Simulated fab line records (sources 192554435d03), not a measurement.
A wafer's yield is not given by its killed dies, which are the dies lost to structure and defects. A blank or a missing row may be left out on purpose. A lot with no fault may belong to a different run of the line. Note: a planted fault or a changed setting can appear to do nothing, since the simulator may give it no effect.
fab line records | flow n5-finfet
record: lots: 24 wafers: 72 last-day: 18
route steps=1938 shown BEOL_M7@1298 BEOL_M8@1380 BEOL_M9@1423
lots that met no fault: taken from a fault-free run of the same line
start-h: start of the lot's first displayed wafer, in hours after the record's first day | wait-h: hours from the lot's prior step to this one | " as in the row above | L1.1+2: a single row standing in for several wafers | - no value, or no start given | * or withheld: withheld | < > ~ a bound
route shown NAME@n: a module of which the file shows steps, and the number in the route of the first | usual: average and standard deviation across the fault-free wafers | same: alike in all rows | chamber/n: place in a boat | sites: the reading at each site | _std_site: their standard deviation | _edge_site: the outer-site mean with the inner-site mean subtracted | radius-mm: how far each site lies from the wafer's centre | mask NAME#n: copy n | behind: tool/chamber where the wafer was last shaped | hold: why the lot went on hold/how many hours it stayed there/how the hold came to an end | device: which transistor (n, p or np) failed to switch | end of line: the same wafers' tests at the end of the route | where a step has no rows: the recipe by itself | killed: dies that structure and defects cost at the first sort, which is not the same as the wafer's yield | map: per-die view of a wafer (x killed, . not killed, _ where there is no die)
set.NAME: setting as actually run; set.NAME@STEP: the setting as run at that earlier step | model.NAME: the simulator's own value behind a step, which no gauge read
route steps across a sampled set of lots; one table per step, one row per wafer
services: from which hour (start-h, from the record's first day; less than 0 if before it) a tool's chamber was out of use, for how many hours, and why
== steps ==
step: N5_BEOL_M7_INSPECT_30
recipe: mode: adi inspect-instrument: brightfield
usual: raw-defect-count: 450/100
columns lot.wafer tool chamber start-h wait-h raw-defect-count
L074.1 defect-inspect-01 - 195.62 0.1 400
L074.2 " - " " 393
L074.3 " - " " 466
L077.3 defect-inspect-01 - 207.30 0.0 376
L077.4 " - " " 463
L077.6 " - " " 365
L076.3 defect-inspect-01 - 211.16 0.0 591
L076.4 " - " " 388
L076.6 " - " " 502
L075.3 defect-inspect-01 - 215.40 0.0 423
L075.4 " - " " 466
L075.6 " - " " 550
L078.2 defect-inspect-01 - 216.86 0.0 490
L078.4 " - " " 389
L078.5 " - " " 437
L079.3 defect-inspect-02 - 223.25 0.0 300
L079.4 " - " " 337
L079.6 " - " " 338
L080.1 defect-inspect-02 - 223.42 0.1 331
L080.4 " - " " 433
L080.6 " - " " 274
L081.1 defect-inspect-01 - 225.85 0.1 659
L081.2 " - " " 488
L081.5 " - " " 571
L082.1 defect-inspect-01 - 235.94 0.1 624
L082.4 " - " " 518
L082.5 " - " " 417
L083.1 defect-inspect-01 - 243.88 0.1 426
L083.2 " - " " 367
L083.5 " - " " 360
L085.2 defect-inspect-02 - 254.23 0.0 224
L085.4 " - " " 433
L085.6 " - " " 442
L086.1 defect-inspect-01 - 270.11 0.1 427
L086.2 " - " " 367
L086.4 " - " " 436
L088.2 defect-inspect-01 - 276.28 0.0 520
L088.5 " - " " 544
L088.6 " - " " 479
L084.1 defect-inspect-01 - 276.39 0.1 679
L084.5 " - " " 659
L084.6 " - " " 542
L087.1 defect-inspect-01 - 277.38 0.1 490
L087.2 " - " " 391
L087.6 " - " " 532
L090.2 defect-inspect-02 - 280.44 0.0 497
L090.3 " - " " 388
L090.4 " - " " 294
L089.3 defect-inspect-01 - 284.76 0.0 473
L089.4 " - " " 462
L089.5 " - " " 572
L091.1 defect-inspect-02 - 293.69 0.1 554
L091.3 " - " " 403
L091.4 " - " " 355
L092.2 defect-inspect-02 - 304.83 0.0 405
L092.5 " - " " 498
L092.6 " - " " 442
L093.1 defect-inspect-02 - 311.92 0.1 435
L093.2 " - " " 456
L093.3 " - " " 536
L094.4 defect-inspect-01 - 313.65 0.0 376
L094.5 " - " " 381
L094.6 " - " " 417
L096.1 defect-inspect-01 - 322.02 0.1 470
L096.2 " - " " 362
L096.4 " - " " 434
L095.2 defect-inspect-02 - 322.19 0.0 272
L095.4 " - " " 370
L095.5 " - " " 387
L097.4 defect-inspect-02 - 337.39 0.1 387
L097.5 " - " " 374
L097.6 " - " " 406
step: N5_BEOL_M8_OCD_MEAS_38
usual: trench-depth-nm: 92.3/1.2
columns lot.wafer tool chamber start-h wait-h trench-depth-nm
L074.1 ocd-01 - 203.69 - 94.0
L074.2 " - " " 93.1
L074.3 " - " " 93.1
L077.3 ocd-01 - 215.01 - 92.9
L077.4 " - " " 93.4
L077.6 " - " " 91.5
L076.3 ocd-01 - 220.25 - 92.5
L076.4 " - " " 91.6
L076.6 " - " " 92.9
L075.3 ocd-01 - 223.41 - 92.9
L075.4 " - " " 92.5
L075.6 " - " " 91.8
L078.2 ocd-02 - 226.67 - 91.0
L078.4 " - " " 93.2
L078.5 " - " " 92.6
L079.3 ocd-02 - 231.50 - 91.7
L079.4 " - " " 92.7
L079.6 " - " " 92.6
L080.1 ocd-01 - 231.69 - 93.7
L080.4 " - " " 92.1
L080.6 " - " " 92.4
L081.1 ocd-02 - 234.52 - 93.3
L081.2 " - " " 92.8
L081.5 " - " " 94.4
L082.1 ocd-01 - 244.39 - 91.5
L082.4 " - " " 92.1
L082.5 " - " " 93.7
L083.1 ocd-02 - 251.64 - 91.5
L083.2 " - " " 92.7
L083.5 " - " " 91.8
L085.2 ocd-02 - 264.95 - 91.7
L085.4 " - " " 91.9
L085.6 " - " " 92.5
L086.1 ocd-02 - 276.54 - 92.3
L086.2 " - " " 92.6
L086.4 " - " " 91.3
L084.1 ocd-01 - 285.43 - 93.6
L084.5 " - " " 92.4
L084.6 " - " " 94.2
L088.2 ocd-01 - 285.94 - 91.2
L088.5 " - " " 92.0
L088.6 " - " " 90.4
L090.2 ocd-01 - 287.61 - 93.5
L090.3 " - " " 93.6
L090.4 " - " " 92.0
L087.1 ocd-01 - 287.98 - 91.1
L087.2 " - " " 92.8
L087.6 " - " " 93.0
L089.3 ocd-01 - 291.16 - 93.2
L089.4 " - " " 92.8
L089.5 " - " " 89.8
L091.1 ocd-01 - 302.91 - 91.4
L091.3 " - " " 93.0
L091.4 " - " " 93.4
L092.2 ocd-01 - 312.49 - 93.5
L092.5 " - " " 91.9
L092.6 " - " " 93.0
L093.1 ocd-02 - 322.52 - 92.9
L093.2 " - " " 91.2
L093.3 " - " " 92.5
L094.4 ocd-02 - 322.70 - 94.4
L094.5 " - " " 92.1
L094.6 " - " " 90.0
L096.1 ocd-01 - 330.24 - 90.6
L096.2 " - " " 93.8
L096.4 " - " " 90.9
L095.2 ocd-02 - 330.59 - 91.0
L095.4 " - " " 92.8
L095.5 " - " " 92.0
L097.4 ocd-02 - 352.48 - 90.7
L097.5 " - " " 92.8
L097.6 " - " " 95.5
step: N5_BEOL_M8_RS_MEAS_57
recipe: thk-meas-gauge: four-point-probe reads: Cu_of_BEOL_M8_ECD_50+Co_of_BEOL_M8_CVD_78+TaN_of_BEOL_M8_ALD_77
usual: M8_RS: 0.289/0.0065
columns lot.wafer tool chamber start-h wait-h M8_RS[ohm/sq]
L074.1 film-metro-01 - 207.44 0.1 0.287
L074.2 " - " " 0.295
L074.3 " - " " 0.287
L077.3 film-metro-01 - 217.63 0.1 0.290
L077.4 " - " " 0.284
L077.6 " - " " 0.287
L076.3 film-metro-02 - 223.16 0.1 0.293
L076.4 " - " " 0.284
L076.6 " - " " 0.296
L075.3 film-metro-02 - 225.76 0.1 0.290
L075.4 " - " " 0.292
L075.6 " - " " 0.291
L078.2 film-metro-01 - 229.13 0.1 0.293
L078.4 " - " " 0.286
L078.5 " - " " 0.294
L079.3 film-metro-01 - 235.36 0.1 0.295
L079.4 " - " " 0.292
L079.6 " - " " 0.296
L080.1 film-metro-01 - 235.52 0.1 0.276
L080.4 " - " " 0.286
L080.6 " - " " 0.285
L081.1 film-metro-01 - 236.74 0.1 0.280
L081.2 " - " " 0.285
L081.5 " - " " 0.279
L082.1 film-metro-01 - 246.53 0.1 0.288
L082.4 " - " " 0.286
L082.5 " - " " 0.283
L083.1 film-metro-01 - 254.10 0.1 0.285
L083.2 " - " " 0.285
L083.5 " - " " 0.286
L085.2 film-metro-01 - 267.58 0.1 0.289
L085.4 " - " " 0.294
L085.6 " - " " 0.296
L086.1 film-metro-02 - 278.71 0.1 0.294
L086.2 " - " " 0.292
L086.4 " - " " 0.296
L084.1 film-metro-01 - 287.96 0.1 0.285
L084.5 " - " " 0.289
L084.6 " - " " 0.284
L088.2 film-metro-02 - 288.90 0.1 0.291
L088.5 " - " " 0.288
L088.6 " - " " 0.299
L090.2 film-metro-01 - 289.93 0.1 0.277
L090.3 " - " " 0.286
L090.4 " - " " 0.296
L087.1 film-metro-01 - 290.20 0.1 0.283
L087.2 " - " " 0.283
L087.6 " - " " 0.280
L089.3 film-metro-01 - 295.27 0.1 0.284
L089.4 " - " " 0.286
L089.5 " - " " 0.296
L091.1 film-metro-02 - 305.69 0.1 0.285
L091.3 " - " " 0.282
L091.4 " - " " 0.280
L092.2 film-metro-01 - 315.67 0.1 0.292
L092.5 " - " " 0.292
L092.6 " - " " 0.293
L094.4 film-metro-01 - 325.44 0.0 0.276
L094.5 " - " " 0.290
L094.6 " - " " 0.305
L093.1 film-metro-01 - 325.71 0.1 0.277
L093.2 " - " " 0.293
L093.3 " - " " 0.283
L096.1 film-metro-01 - 332.88 0.1 0.302
L096.2 " - " " 0.279
L096.4 " - " " 0.286
L095.2 film-metro-01 - 333.28 0.1 0.301
L095.4 " - " " 0.285
L095.5 " - " " 0.300
L097.4 film-metro-02 - 355.67 0.0 0.297
L097.5 " - " " 0.291
L097.6 " - " " 0.273
step: N5_BEOL_M8_INSPECT_58
recipe: inspect-instrument: darkfield mode: post-dep
usual: raw-defect-count: 72/25
columns lot.wafer tool chamber start-h wait-h raw-defect-count
L074.1 defect-inspect-01 - 207.47 0.0 81
L074.2 " - " " 95
L074.3 " - " " 79
L077.3 defect-inspect-02 - 217.66 0.0 73
L077.4 " - " " 58
L077.6 " - " " 41
L076.3 defect-inspect-01 - 223.18 0.0 75
L076.4 " - " " 72
L076.6 " - " " 92
L075.3 defect-inspect-01 - 225.78 0.0 125
L075.4 " - " " 92
L075.6 " - " " 102
L078.2 defect-inspect-01 - 229.16 0.0 73
L078.4 " - " " 78
L078.5 " - " " 96
L079.3 defect-inspect-02 - 235.39 0.0 66
L079.4 " - " " 34
L079.6 " - " " 46
L080.1 defect-inspect-01 - 235.54 0.0 46
L080.4 " - " " 62
L080.6 " - " " 48
L081.1 defect-inspect-02 - 236.77 0.0 73
L081.2 " - " " 52
L081.5 " - " " 72
L082.1 defect-inspect-02 - 246.55 0.0 83
L082.4 " - " " 54
L082.5 " - " " 67
L083.1 defect-inspect-02 - 254.12 0.0 62
L083.2 " - " " 63
L083.5 " - " " 56
L085.2 defect-inspect-01 - 267.60 0.0 74
L085.4 " - " " 113
L085.6 " - " " 61
L086.1 defect-inspect-01 - 278.73 0.0 53
L086.2 " - " " 39
L086.4 " - " " 53
L084.1 defect-inspect-02 - 287.98 0.0 72
L084.5 " - " " 53
L084.6 " - " " 50
L088.2 defect-inspect-01 - 288.93 0.0 124
L088.5 " - " " 73
L088.6 " - " " 117
L090.2 defect-inspect-01 - 289.96 0.0 63
L090.3 " - " " 78
L090.4 " - " " 66
L087.1 defect-inspect-02 - 290.22 0.0 96
L087.2 " - " " 96
L087.6 " - " " 111
L089.3 defect-inspect-02 - 295.30 0.0 46
L089.4 " - " " 81
L089.5 " - " " 54
L091.1 defect-inspect-01 - 305.71 0.0 82
L091.3 " - " " 77
L091.4 " - " " 59
L092.2 defect-inspect-01 - 315.69 0.0 72
L092.5 " - " " 65
L092.6 " - " " 66
L094.4 defect-inspect-02 - 325.47 0.0 32
L094.5 " - " " 58
L094.6 " - " " 62
L093.1 defect-inspect-02 - 325.73 0.0 47
L093.2 " - " " 37
L093.3 " - " " 44
L096.1 defect-inspect-01 - 332.91 0.0 93
L096.2 " - " " 89
L096.4 " - " " 68
L095.2 defect-inspect-01 - 333.31 0.0 140
L095.4 " - " " 163
L095.5 " - " " 101
L097.4 defect-inspect-01 - 355.69 0.0 42
L097.5 " - " " 37
L097.6 " - " " 89
step: N5_BEOL_M9_STRIP_19
recipe: chemistry: O2 power-w: 400 temp-c: 40 pressure-mtorr: 30 rf-frequency-hz: 6e+07 bias-power-w: 0 overash-fraction: 0.2 o2-flow-sccm: 225
usual: drypump-motor-current-A: 5.6/0.37 oes-product-au: 0.78/0.073 rf-vpp-V: 3.7/0.65 showerhead-plenum-p-Torr: 2.10/0.084 throttle-valve-pct: 16.48/0.25
columns lot.wafer tool chamber start-h wait-h drypump-motor-current-A oes-product-au rf-hours-counter-h rf-vpp-V showerhead-plenum-p-Torr throttle-valve-pct
L074.1 rie-diel-03 2 209.53 0.1 5.2 0.76 174 4.3 1.99 16.23
L074.2 " 0 " " 5.3 0.83 71 4.8 2.23 16.34
L074.3 " 3 " " 5.8 0.68 247 2.8 2.15 17.10
L077.3 rie-diel-01 0 219.50 0.1 5.2 0.70 185 3.5 2.15 16.66
L077.4 " 3 " " 6.2 0.87 58 4.4 2.04 16.38
L077.6 " 1 " " 5.8 0.70 - 3.0 2.08 16.57
L076.3 rie-diel-01 2 225.85 0.1 6.1 0.69 231 3.9 2.00 16.92
L076.4 " 3 " " 6.2 0.87 60 3.3 2.04 16.38
L076.6 " 2 " " 6.1 0.69 - 4.1 2.00 16.92
L075.3 rie-diel-03 0 227.67 0.2 5.2 0.82 73 3.9 2.23 16.33
L075.4 " 3 " " 5.9 0.67 249 3.3 2.15 17.08
L075.6 " 1 " " 5.9 0.78 - 2.9 2.20 16.21
L078.2 rie-diel-03 2 231.75 0.1 5.2 0.75 178 3.4 1.99 16.29
L078.4 " 1 " " 6.0 0.79 - 3.7 2.20 16.22
L078.5 " 2 " " 5.2 0.74 - 3.1 1.99 16.24
L079.3 rie-diel-06 1 237.61 0.1 5.9 0.85 56 5.1 2.11 16.07
L079.4 " 2 " " 5.2 0.70 226 3.5 2.06 16.90
L079.6 " 1 " " 5.9 0.85 - 4.0 2.10 16.08
L080.1 rie-diel-03 1 237.78 0.1 6.0 0.79 99 4.2 2.20 16.21
L080.4 " 1 " " 6.0 0.79 - 2.7 2.20 16.21
L080.6 " 0 " " 5.2 0.83 - 4.5 2.22 16.33
L081.1 rie-diel-06 1 239.56 0.1 5.9 0.85 57 4.2 2.11 16.07
L081.2 " 3 " " 5.3 0.81 82 4.8 2.21 16.67
L081.5 " 1 " " 5.9 0.84 - 2.4 2.11 16.05
L082.1 rie-diel-06 0 249.45 0.2 5.7 0.89 59 4.5 2.04 16.67
L082.4 " 1 " " 5.9 0.85 - 3.9 2.10 16.08
L082.5 " 2 " " 5.2 0.70 - 3.3 2.06 16.94
L083.1 rie-diel-01 3 256.98 0.2 6.2 0.85 70 2.6 2.03 16.40
L083.2 " 0 " " 5.2 0.71 198 3.7 2.15 16.70
L083.5 " 1 " " 5.8 0.70 - 3.2 2.07 16.60
L085.2 rie-diel-03 3 271.40 0.1 5.9 0.94 7 3.5 2.14 16.66
L085.4 " 2 " " 5.2 0.73 191 1.8 1.98 16.29
L085.6 " 2 " " 5.2 0.73 - 3.0 1.98 16.29
L086.1 rie-diel-03 0 286.98 0.1 5.2 0.82 93 3.6 2.22 16.35
L086.2 " 3 " " 5.9 0.94 12 4.2 2.14 16.64
L086.4 " 2 " " 5.3 0.74 197 3.3 1.98 16.30
L084.1 rie-diel-01 1 290.87 0.1 5.8 0.69 223 4.0 2.07 16.60
L084.5 " 3 " " 6.2 0.83 - 3.0 2.03 16.42
L084.6 " 1 " " 5.8 0.69 - 3.9 2.07 16.61
L088.2 rie-diel-06 0 292.05 0.1 5.8 0.86 72 4.4 2.03 16.70
L088.5 " 0 " " 5.8 0.86 - 4.1 2.03 16.70
L088.6 " 1 " " 5.9 0.82 - 3.9 2.10 16.09
L090.2 rie-diel-06 2 292.89 0.2 5.2 0.68 246 4.1 2.05 16.97
L090.3 " 3 " " 5.3 0.79 100 4.0 2.20 16.70
L090.4 " 1 " " 5.9 0.83 75 3.4 2.10 16.12
L087.1 rie-diel-03 3 293.04 0.1 5.9 0.93 13 3.9 2.14 16.66
L087.2 " 1 " " 6.0 0.77 117 4.9 2.19 16.26
L087.6 " 2 " " 5.2 0.73 - 3.7 1.98 16.30
L089.3 rie-diel-01 0 297.16 0.1 5.3 0.69 213 3.6 2.14 16.70
L089.4 " 1 " " 5.8 0.69 - 3.7 2.07 16.61
L089.5 " 0 " " 5.2 0.68 - 3.5 2.14 16.73
L091.1 rie-diel-03 2 308.87 0.3 5.2 0.74 202 4.4 1.98 16.31
L091.3 " 0 " " 5.2 0.80 99 3.8 2.22 16.38
L091.4 " 3 " " 5.9 0.92 18 3.5 2.14 16.64
L092.2 rie-diel-06 0 317.93 0.1 5.8 0.85 81 4.8 2.03 16.73
L092.5 " 3 " " 5.3 0.79 - 2.5 2.20 16.71
L092.6 " 1 " " 5.9 0.81 - 3.3 2.10 16.13
L094.4 rie-diel-03 0 327.81 0.1 5.3 0.78 105 3.7 2.21 16.38
L094.5 " 2 " " 5.2 0.71 - 3.1 1.98 16.32
L094.6 " 3 " " 5.9 0.90 - 3.3 2.14 16.67
L093.1 rie-diel-03 2 328.25 0.1 5.2 0.72 208 4.5 1.98 16.31
L093.2 " 0 " " 5.2 0.79 105 3.8 2.21 16.40
L093.3 " 3 " " 5.8 0.92 24 3.7 2.14 16.67
L096.1 rie-diel-01 2 335.92 0.1 6.1 0.97 7 4.6 2.26 16.53
L096.2 " 0 " " 5.2 0.68 226 3.7 2.14 16.74
L096.4 " 1 " " 5.9 0.68 239 3.9 2.07 16.63
L095.2 rie-diel-03 1 336.12 0.1 6.0 0.75 130 3.2 2.18 16.26
L095.4 " 3 " " 5.9 0.89 27 4.7 2.14 16.68
L095.5 " 2 " " 5.2 0.72 - 4.3 1.97 16.30
L097.4 rie-diel-03 1 359.18 0.1 6.0 0.75 137 3.2 2.18 16.31
L097.5 " 2 " " 5.3 0.71 - 4.1 1.97 16.34
L097.6 " 1 " " 6.0 0.75 - 4.0 2.18 16.29
step: N5_BEOL_M9_CD_MEAS_18
recipe: pitch-nm: 140 target-cd-nm: 70
usual: cd-nm: 70.0/0.6
columns lot.wafer tool chamber start-h wait-h cd-nm
L074.1 cd-sem-02 - 209.60 0.0 69.6
L074.2 " - " " 69.9
L074.3 " - " " 70.1
L077.3 cd-sem-03 - 219.57 0.1 69.5
L077.4 " - " " 69.9
L077.6 " - " " 69.3
L076.3 cd-sem-01 - 225.92 0.1 69.9
L076.4 " - " " 69.7
L076.6 " - " " 69.2
L075.3 cd-sem-01 - 227.74 0.1 70.2
L075.4 " - " " 70.5
L075.6 " - " " 70.3
L078.2 cd-sem-03 - 231.82 0.1 68.5
L078.4 " - " " 69.6
L078.5 " - " " 68.7
L079.3 cd-sem-03 - 237.69 0.1 69.7
L079.4 " - " " 70.4
L079.6 " - " " 69.6
L080.1 cd-sem-01 - 237.85 0.0 69.5
L080.4 " - " " 70.1
L080.6 " - " " 69.8
L081.1 cd-sem-03 - 239.63 0.0 70.2
L081.2 " - " " 70.1
L081.5 " - " " 70.2
L082.1 cd-sem-03 - 249.52 0.0 70.9
L082.4 " - " " 70.5
L082.5 " - " " 70.4
L083.1 cd-sem-03 - 257.05 0.0 69.3
L083.2 " - " " 69.8
L083.5 " - " " 69.8
L085.2 cd-sem-03 - 271.47 0.1 70.5
L085.4 " - " " 69.7
L085.6 " - " " 70.7
L086.1 cd-sem-03 - 287.05 0.0 70.8
L086.2 " - " " 70.6
L086.4 " - " " 69.9
L084.1 cd-sem-02 - 290.94 0.0 69.2
L084.5 " - " " 69.9
L084.6 " - " " 69.0
L088.2 cd-sem-01 - 292.12 0.1 70.2
L088.5 " - " " 70.5
L088.6 " - " " 70.1
L090.2 cd-sem-01 - 292.97 0.1 70.1
L090.3 " - " " 69.8
L090.4 " - " " 69.4
L087.1 cd-sem-03 - 293.11 0.0 69.6
L087.2 " - " " 69.0
L087.6 " - " " 69.9
L089.3 cd-sem-01 - 297.25 0.1 70.6
L089.4 " - " " 69.7
L089.5 " - " " 69.4
L091.1 cd-sem-03 - 308.94 0.0 69.6
L091.3 " - " " 69.8
L091.4 " - " " 69.2
L092.2 cd-sem-01 - 318.00 0.1 70.4
L092.5 " - " " 70.4
L092.6 " - " " 69.9
L094.4 cd-sem-02 - 327.89 0.1 70.8
L094.5 " - " " 71.5
L094.6 " - " " 70.3
L093.1 cd-sem-03 - 328.32 0.0 70.4
L093.2 " - " " 69.7
L093.3 " - " " 69.3
L096.1 cd-sem-01 - 335.99 0.0 71.3
L096.2 " - " " 71.3
L096.4 " - " " 70.0
L095.2 cd-sem-03 - 336.20 0.1 70.4
L095.4 " - " " 70.9
L095.5 " - " " 70.3
L097.4 cd-sem-02 - 359.26 0.1 69.8
L097.5 " - " " 69.4
L097.6 " - " " 69.5
== services ==
columns tool chamber start-h hours kind
rie-diel-06 0 191.26 3.2 repair
rie-diel-03 0 195.40 6.6 repair
rie-diel-06 1 206.40 12.2 repair
rie-diel-06 - 215.37 0.3 repair
rie-diel-03 3 218.34 1.6 repair
rie-diel-03 - 218.39 7.2 repair
rie-diel-03 3 231.56 - clean
rie-diel-03 3 231.56 - consumable-replace:focus-ring
rie-diel-03 3 231.56 15.0 scheduled-down
rie-diel-03 3 231.56 15.0 vent-cycle
rie-diel-06 3 248.87 4.0 repair
rie-diel-01 1 271.31 18.5 repair
rie-diel-01 2 282.41 8.8 repair
rie-diel-01 2 291.30 - clean
rie-diel-01 2 291.30 - consumable-replace:focus-ring
rie-diel-01 2 291.30 - consumable-replace:showerhead
rie-diel-01 2 291.30 21.6 scheduled-down
rie-diel-01 2 291.30 21.6 vent-cycle
rie-diel-06 2 303.58 - clean
rie-diel-06 2 303.58 - consumable-replace:focus-ring
rie-diel-06 2 303.58 16.4 scheduled-down
rie-diel-06 2 303.58 16.4 vent-cycle
rie-diel-01 - 346.57 2.8 pm
== key ==
fault none
